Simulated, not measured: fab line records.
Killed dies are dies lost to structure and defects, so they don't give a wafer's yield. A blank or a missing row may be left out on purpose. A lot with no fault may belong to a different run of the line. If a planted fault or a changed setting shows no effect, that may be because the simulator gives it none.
The tool behind it: which one? -- flow n5-finfet -- 69 wafers from 23 lots sampled at 6 of the route's 1938 steps

== WHAT THE GAUGES SHOWED, per wafer ==
Not one reading of a measure or inspect step in the record can be checked against a usual standard deviation.

== TOOL THAT RAN EACH LOT (tool first, then ch and the chambers of the sampled wafers, then the start) ==
lot,N5_BEOL_M1_DEGAS_44,N5_BEOL_M1_SPUTTER_79,N5_BEOL_M2_HM_DEP_02,N5_BEOL_M2_ETCH_70,N5_BEOL_M2_STRIP_36,N5_BEOL_M2_PRE_CLEAN_45
L074,"pvd-sputter-03, day 6 22:25","pvd-sputter-01, day 6 23:14","pvd-sputter-01, day 7 02:19","rie-diel-01 ch 0,2,3, day 7 11:30","rie-diel-01 ch 0,2,3, day 7 11:40","pvd-sputter-02, day 7 12:24"
L075,"pvd-sputter-02, day 7 04:47","pvd-sputter-02, day 7 05:38","pvd-sputter-02, day 7 09:06","rie-diel-01 ch 1,2,3, day 7 13:53","rie-diel-01 ch 1,2,3, day 7 14:03","pvd-sputter-01, day 7 15:28"
L077,"pvd-sputter-03, day 7 05:17","pvd-sputter-02, day 7 07:29","pvd-sputter-02, day 7 12:04","rie-diel-03 ch 0,2,3, day 7 15:59","rie-diel-03 ch 0,2,3, day 7 16:09","pvd-sputter-01, day 7 16:46"
L078,"pvd-sputter-01, day 7 09:30","pvd-sputter-01, day 7 10:29","pvd-sputter-02, day 7 13:46","rie-diel-01 ch 1,2,3, day 7 23:41","rie-diel-01 ch 1,2,3, day 7 23:52","pvd-sputter-03, day 8 00:39"
L076,"pvd-sputter-01, day 7 09:37","pvd-sputter-03, day 7 11:52","pvd-sputter-01, day 7 15:30","rie-diel-01 ch 0,1,2, day 7 20:25","rie-diel-01 ch 0,1,2, day 7 20:35","pvd-sputter-03, day 7 21:13"
L079,"pvd-sputter-02, day 7 13:41","pvd-sputter-02, day 7 14:48","pvd-sputter-02, day 7 19:43","rie-diel-04 ch 0,3, day 8 00:13","rie-diel-04 ch 0,3, day 8 00:23","pvd-sputter-02, day 8 01:06"
L080,"pvd-sputter-02, day 7 16:30","pvd-sputter-02, day 7 17:32","pvd-sputter-02, day 7 20:43","rie-diel-03 ch 2,3, day 8 05:31","rie-diel-03 ch 2,3, day 8 05:41","pvd-sputter-03, day 8 06:23"
L081,"pvd-sputter-03, day 8 06:40","pvd-sputter-03, day 8 07:41","pvd-sputter-02, day 8 13:19","rie-diel-04 ch 0,2, day 8 17:18","rie-diel-04 ch 0,2, day 8 17:28","pvd-sputter-01, day 8 18:07"
L083,"pvd-sputter-02, day 8 15:17","pvd-sputter-01, day 8 16:15","pvd-sputter-01, day 8 20:47","rie-diel-03 ch 2,3, day 9 00:35","rie-diel-03 ch 2,3, day 9 00:45","pvd-sputter-02, day 9 01:37"
L082,"pvd-sputter-03, day 8 18:13","pvd-sputter-01, day 8 19:05","pvd-sputter-02, day 9 00:18","rie-diel-03 ch 1,2, day 9 04:23","rie-diel-03 ch 1,2, day 9 04:33","pvd-sputter-03, day 9 04:59"
L084,"pvd-sputter-02, day 9 00:58","pvd-sputter-02, day 9 01:59","pvd-sputter-02, day 9 04:47","rie-diel-01 ch 0,1,2, day 10 04:35","rie-diel-01 ch 0,1,2, day 10 04:46","pvd-sputter-01, day 10 05:29"
L085,"pvd-sputter-02, day 9 04:40","pvd-sputter-03, day 9 05:43","pvd-sputter-02, day 9 09:08","rie-diel-03 ch 0,1,3, day 10 09:13","rie-diel-03 ch 0,1,3, day 10 09:23","pvd-sputter-01, day 10 10:04"
L086,"pvd-sputter-02, day 9 05:12","pvd-sputter-01, day 9 07:36","pvd-sputter-01, day 9 14:53","rie-diel-01 ch 0,1,2, day 10 09:18","rie-diel-01 ch 0,1,2, day 10 09:28","pvd-sputter-03, day 10 10:10"
L087,"pvd-sputter-01, day 9 15:19","pvd-sputter-03, day 9 16:26","pvd-sputter-03, day 9 22:07","rie-diel-03 ch 0,1, day 10 14:41","rie-diel-03 ch 0,1, day 10 14:51","pvd-sputter-03, day 10 15:37"
L088,"pvd-sputter-03, day 10 09:56","pvd-sputter-02, day 10 10:47","pvd-sputter-01, day 10 14:46","rie-diel-01 ch 0,2,3, day 10 22:51","rie-diel-01 ch 0,2,3, day 10 23:01","pvd-sputter-02, day 10 23:35"
L089,"pvd-sputter-01, day 10 09:57","pvd-sputter-03, day 10 10:50","pvd-sputter-02, day 10 14:38","rie-diel-04 ch 0,1,3, day 10 19:30","rie-diel-04 ch 0,1,3, day 10 19:40","pvd-sputter-03, day 10 20:20"
L090,"pvd-sputter-03, day 10 13:07","pvd-sputter-03, day 10 13:55","pvd-sputter-01, day 10 19:53","rie-diel-03 ch 0,1,2, day 10 22:52","rie-diel-03 ch 0,1,2, day 10 23:02","pvd-sputter-03, day 10 23:36"
L092,"pvd-sputter-02, day 10 20:02","pvd-sputter-03, day 10 20:53","pvd-sputter-02, day 10 23:43","rie-diel-01 ch 0,2,3, day 11 13:00","rie-diel-01 ch 0,2,3, day 11 13:10","pvd-sputter-03, day 11 13:38"
L091,"pvd-sputter-02, day 11 03:09","pvd-sputter-01, day 11 04:09","pvd-sputter-01, day 11 07:14","rie-diel-03 ch 0,1,3, day 11 16:22","rie-diel-03 ch 0,1,3, day 11 16:32","pvd-sputter-02, day 11 17:04"
L094,"pvd-sputter-01, day 11 10:08","pvd-sputter-02, day 11 11:01","pvd-sputter-01, day 11 13:50","rie-diel-04 ch 1,2,3, day 11 21:46","rie-diel-04 ch 1,2,3, day 11 21:56","pvd-sputter-01, day 11 22:53"
L095,"pvd-sputter-03, day 11 10:44","pvd-sputter-02, day 11 12:52","pvd-sputter-02, day 11 16:46","rie-diel-01 ch 0,1, day 12 02:35","rie-diel-01 ch 0,1, day 12 02:46","pvd-sputter-03, day 12 06:12"
L096,"pvd-sputter-03, day 11 16:55","pvd-sputter-01, day 11 17:45","pvd-sputter-01, day 11 21:25","rie-diel-04 ch 0,1, day 12 14:16","rie-diel-04 ch 0,1, day 12 14:25","pvd-sputter-03, day 12 15:28"
L097,"pvd-sputter-02, day 12 19:53","pvd-sputter-01, day 12 20:56","pvd-sputter-01, day 13 00:47","rie-diel-01 ch 0,1, day 13 08:53","rie-diel-01 ch 0,1, day 13 09:02","pvd-sputter-02, day 13 09:49"
- N5_BEOL_M1_DEGAS_44: time 60 s.
- N5_BEOL_M1_SPUTTER_79: material Cu, target thk 4.5 nm, time 8.29 s.
- N5_BEOL_M2_HM_DEP_02: deposits TiN, target thk 20 nm.
- N5_BEOL_M2_ETCH_70: etches SOC in N2/H2, target depth 80 nm, overetch 24 nm, time 130 s.
- N5_BEOL_M2_STRIP_36: strips in N2/H2.
- N5_BEOL_M2_PRE_CLEAN_45: time 30 s.

== AS READ BY THE TOOLS THEMSELVES (means over the sampled wafers that have a number; for cases with no such wafer, the mark the record gives instead) ==
N5_BEOL_M1_DEGAS_44. Usual: heater-power-w 327 W, standard deviation 36.
lot,tool,heater-power-w (W),flag
L074,pvd-sputter-03,349,
L075,pvd-sputter-02,304,
L077,pvd-sputter-03,357,
L078,pvd-sputter-01,260,
L076,pvd-sputter-01,343,
L079,pvd-sputter-02,325,
L080,pvd-sputter-02,299,
L081,pvd-sputter-03,339,
L083,pvd-sputter-02,322,
L082,pvd-sputter-03,345,
L084,pvd-sputter-02,318,
L085,pvd-sputter-02,347,
L086,pvd-sputter-02,315,
L087,pvd-sputter-01,274,
L088,pvd-sputter-03,337,
L089,pvd-sputter-01,331,
L090,pvd-sputter-03,333,
L092,pvd-sputter-02,321,
L091,pvd-sputter-02,328,
L094,pvd-sputter-01,306,
L095,pvd-sputter-03,339,
L096,pvd-sputter-03,338,
L097,pvd-sputter-02,301,

N5_BEOL_M1_SPUTTER_79. Usual: chamber-pressure-pa 0.07 Pa, standard deviation 0.00015; substrate-temp-c -20.00 C, standard deviation 0.1; throttle-valve-pct 30.1 %, standard deviation 1.
lot,tool,chamber-pressure-pa (Pa),substrate-temp-c (C),throttle-valve-pct (%),flag
L074,pvd-sputter-01,0.07,-20.08,30.4,
L075,pvd-sputter-02,0.07,-20.02,29.9,
L077,pvd-sputter-02,0.07,-20.00,29.3,
L078,pvd-sputter-01,0.07,-19.94,30.6,
L076,pvd-sputter-03,0.07,-20.05,29.8,
L079,pvd-sputter-02,0.07,-20.04,30.4,
L080,pvd-sputter-02,0.07,-20.00,29.6,
L081,pvd-sputter-03,0.07,-20.01,30.5,
L083,pvd-sputter-01,0.07,-20.03,30.4,
L082,pvd-sputter-01,0.07,-19.95,29.9,
L084,pvd-sputter-02,0.07,-20.02,30.9,
L085,pvd-sputter-03,0.07,-20.07,30.0,
L086,pvd-sputter-01,0.07,-19.96,30.5,
L087,pvd-sputter-03,0.07,-20.02,29.8,
L088,pvd-sputter-02,0.07,-19.96,29.4,
L089,pvd-sputter-03,0.07,-20.03,30.1,
L090,pvd-sputter-03,0.07,-19.99,30.4,
L092,pvd-sputter-03,0.07,-20.06,29.7,
L091,pvd-sputter-01,0.07,-19.92,29.7,
L094,pvd-sputter-02,0.07,-19.96,29.7,
L095,pvd-sputter-02,0.07,-19.98,29.4,
L096,pvd-sputter-01,0.07,-20.01,30.4,
L097,pvd-sputter-01,0.07,-20.15,29.6,

N5_BEOL_M2_HM_DEP_02. Usual: chamber-pressure-pa 0.5001 Pa, standard deviation 0.001; substrate-temp-c 25.01 C, standard deviation 0.11; throttle-valve-pct 30.1 %, standard deviation 1.
lot,tool,chamber-pressure-pa (Pa),substrate-temp-c (C),throttle-valve-pct (%),flag
L074,pvd-sputter-01,0.4998,24.99,30.5,
L075,pvd-sputter-02,0.5008,24.93,30.2,
L077,pvd-sputter-02,0.4995,24.99,30.4,
L078,pvd-sputter-02,0.4998,24.91,29.4,
L076,pvd-sputter-01,0.5002,24.94,30.3,
L079,pvd-sputter-02,0.4990,25.04,29.8,
L080,pvd-sputter-02,0.4998,24.99,30.2,
L081,pvd-sputter-02,0.5003,25.04,30.1,
L083,pvd-sputter-01,0.4991,25.00,30.6,
L082,pvd-sputter-02,0.5014,25.06,30.5,
L084,pvd-sputter-02,0.4992,25.13,30.4,
L085,pvd-sputter-02,0.5006,25.06,29.5,
L086,pvd-sputter-01,0.5001,24.94,30.6,
L087,pvd-sputter-03,0.5005,24.97,30.6,
L088,pvd-sputter-01,0.5002,24.98,30.3,
L089,pvd-sputter-02,0.4995,24.97,30.2,
L090,pvd-sputter-01,0.5006,25.03,30.5,
L092,pvd-sputter-02,0.5006,25.04,29.7,
L091,pvd-sputter-01,0.5009,25.02,30.4,
L094,pvd-sputter-01,0.5000,24.92,30.4,
L095,pvd-sputter-02,0.4992,24.87,30.2,
L096,pvd-sputter-01,0.5000,24.95,30.3,
L097,pvd-sputter-01,0.5001,24.97,30.5,

N5_BEOL_M2_ETCH_70. Usual: for chamber-pressure-mTorr, 29.994 mTorr with a standard deviation of 0.03; for drypump-motor-current-A, 5.8 A with a standard deviation of 0.34; for oes-product-au, 0.58 a.u. with a standard deviation of 0.054; for rf-fwd-power-W, 835.4 W with a standard deviation of 2.7; for rf-vpp-V, 523.2 V with a standard deviation of 2.5; for showerhead-plenum-p-Torr, 2.52 Torr with a standard deviation of 0.083; for throttle-valve-pct, 17.82 % with a standard deviation of 0.25.
lot,tool,chamber-pressure-mTorr (mTorr),drypump-motor-current-A (A),oes-product-au (a.u.),rf-fwd-power-W (W),rf-vpp-V (V),showerhead-plenum-p-Torr (Torr),throttle-valve-pct (%),flag
L074,rie-diel-01,29.977,6.0,0.57,835.2,521.7,2.48,17.75,
L075,rie-diel-01,30.009,6.0,0.54,833.7,522.8,2.50,17.85,
L077,rie-diel-03,30.001,5.5,0.54,836.2,524.0,2.53,18.10,
L078,rie-diel-01,30.006,6.0,0.53,835.7,523.6,2.50,17.86,
L076,rie-diel-01,30.004,6.1,0.55,835.7,523.2,2.50,17.72,
L079,rie-diel-04,29.982,5.6,0.63,836.7,527.0,2.62,17.65,
L080,rie-diel-03,29.992,5.6,0.56,836.0,525.6,2.58,18.11,
L081,rie-diel-04,29.989,5.5,0.60,835.1,523.3,2.52,17.68,
L083,rie-diel-03,29.980,5.6,0.56,834.9,524.3,2.58,18.12,
L082,rie-diel-03,29.998,6.0,0.64,833.2,524.3,2.55,17.64,
L084,rie-diel-01,29.993,6.1,0.54,834.8,522.6,2.49,17.75,
L085,rie-diel-03,29.985,5.8,0.62,837.5,522.3,2.47,17.76,
L086,rie-diel-01,29.986,6.1,0.53,837.0,522.1,2.49,17.75,
L087,rie-diel-03,29.987,6.0,0.66,836.1,522.4,2.49,17.53,
L088,rie-diel-01,30.001,6.0,0.56,835.1,522.3,2.47,17.81,
L089,rie-diel-04,30.020,5.8,0.61,835.6,526.0,2.61,17.72,
L090,rie-diel-03,29.972,5.7,0.62,837.8,524.1,2.54,17.76,
L092,rie-diel-01,29.990,6.0,0.55,834.3,522.2,2.46,17.82,
L091,rie-diel-03,29.977,5.8,0.61,838.2,521.4,2.47,17.78,
L094,rie-diel-04,29.969,5.8,0.58,834.7,527.8,2.66,17.96,
L095,rie-diel-01,29.994,6.0,0.62,833.1,521.4,2.46,17.56,
L096,rie-diel-04,29.990,6.0,0.60,832.4,526.0,2.61,17.75,
L097,rie-diel-01,29.990,6.1,0.61,837.2,521.8,2.46,17.57,

N5_BEOL_M2_STRIP_36. Usual: chamber-pressure-mTorr 20.00 mTorr, standard deviation 0.032; drypump-motor-current-A 5.8 A, standard deviation 0.35; oes-product-au 0.79 a.u., standard deviation 0.08; rf-vpp-V 59.2 V, standard deviation 1.3; showerhead-plenum-p-Torr 2.51 Torr, standard deviation 0.083; throttle-valve-pct 23.66 %, standard deviation 0.25.
lot,tool,chamber-pressure-mTorr (mTorr),drypump-motor-current-A (A),oes-product-au (a.u.),rf-vpp-V (V),showerhead-plenum-p-Torr (Torr),throttle-valve-pct (%),flag
L074,rie-diel-01,19.99,6.0,0.78,60.0,2.47,23.64,
L075,rie-diel-01,19.99,5.9,0.73,58.7,2.50,23.67,
L077,rie-diel-03,19.99,5.5,0.73,59.3,2.53,23.93,
L078,rie-diel-01,19.99,5.9,0.73,57.9,2.49,23.66,
L076,rie-diel-01,20.00,6.0,0.73,59.5,2.49,23.54,
L079,rie-diel-04,19.99,5.6,0.85,59.5,2.62,23.51,
L080,rie-diel-03,19.99,5.6,0.77,61.3,2.58,23.91,
L081,rie-diel-04,20.02,5.5,0.81,60.5,2.51,23.48,
L083,rie-diel-03,20.02,5.6,0.76,59.9,2.58,23.94,
L082,rie-diel-03,19.97,6.1,0.87,60.4,2.55,23.47,
L084,rie-diel-01,20.02,6.1,0.73,58.6,2.49,23.57,
L085,rie-diel-03,19.98,5.8,0.86,59.8,2.47,23.63,
L086,rie-diel-01,19.99,6.1,0.72,59.3,2.49,23.56,
L087,rie-diel-03,20.01,5.9,0.91,59.5,2.49,23.39,
L088,rie-diel-01,19.96,6.0,0.75,57.5,2.46,23.69,
L089,rie-diel-04,20.00,5.8,0.83,60.2,2.61,23.60,
L090,rie-diel-03,19.99,5.7,0.85,58.6,2.54,23.57,
L092,rie-diel-01,19.99,6.0,0.74,59.3,2.46,23.70,
L091,rie-diel-03,19.98,5.8,0.84,59.5,2.47,23.68,
L094,rie-diel-04,19.99,5.8,0.79,60.3,2.66,23.80,
L095,rie-diel-01,19.97,6.0,0.85,60.1,2.46,23.41,
L096,rie-diel-04,20.00,6.0,0.83,57.6,2.61,23.69,
L097,rie-diel-01,20.03,6.1,0.82,58.8,2.45,23.43,

N5_BEOL_M2_PRE_CLEAN_45. Usual: heater-power-w 333 W, standard deviation 35.
lot,tool,heater-power-w (W),flag
L074,pvd-sputter-02,320,
L075,pvd-sputter-01,307,
L077,pvd-sputter-01,348,
L078,pvd-sputter-03,353,
L076,pvd-sputter-03,353,
L079,pvd-sputter-02,317,
L080,pvd-sputter-03,345,
L081,pvd-sputter-01,369,
L083,pvd-sputter-02,307,
L082,pvd-sputter-03,335,
L084,pvd-sputter-01,305,
L085,pvd-sputter-01,338,
L086,pvd-sputter-03,335,
L087,pvd-sputter-03,355,
L088,pvd-sputter-02,337,
L089,pvd-sputter-03,349,
L090,pvd-sputter-03,347,
L092,pvd-sputter-03,349,
L091,pvd-sputter-02,301,
L094,pvd-sputter-01,293,
L095,pvd-sputter-03,335,
L096,pvd-sputter-03,344,
L097,pvd-sputter-02,306,

== THE ANSWER, worked out from the rows above alone ==
Rule: lot off if the mean of its wafers having a number is beyond 3 standard deviations from the usual mean. A lot without any number at a reading at which 4 lots or more have one is off too. All remaining lots with rows at the step are treated as sound. First the gauges in route order, then the tools' own readings, where a lot's mean is used as printed above. The first step at which some lot is off is used, and at that step the reading that is off furthest; a lot without a number counts as furthest.
No lot is off on any of the readings shown, so nothing can be concluded from this.

== WHAT WAS PUT IN BY THE SIMULATOR ==
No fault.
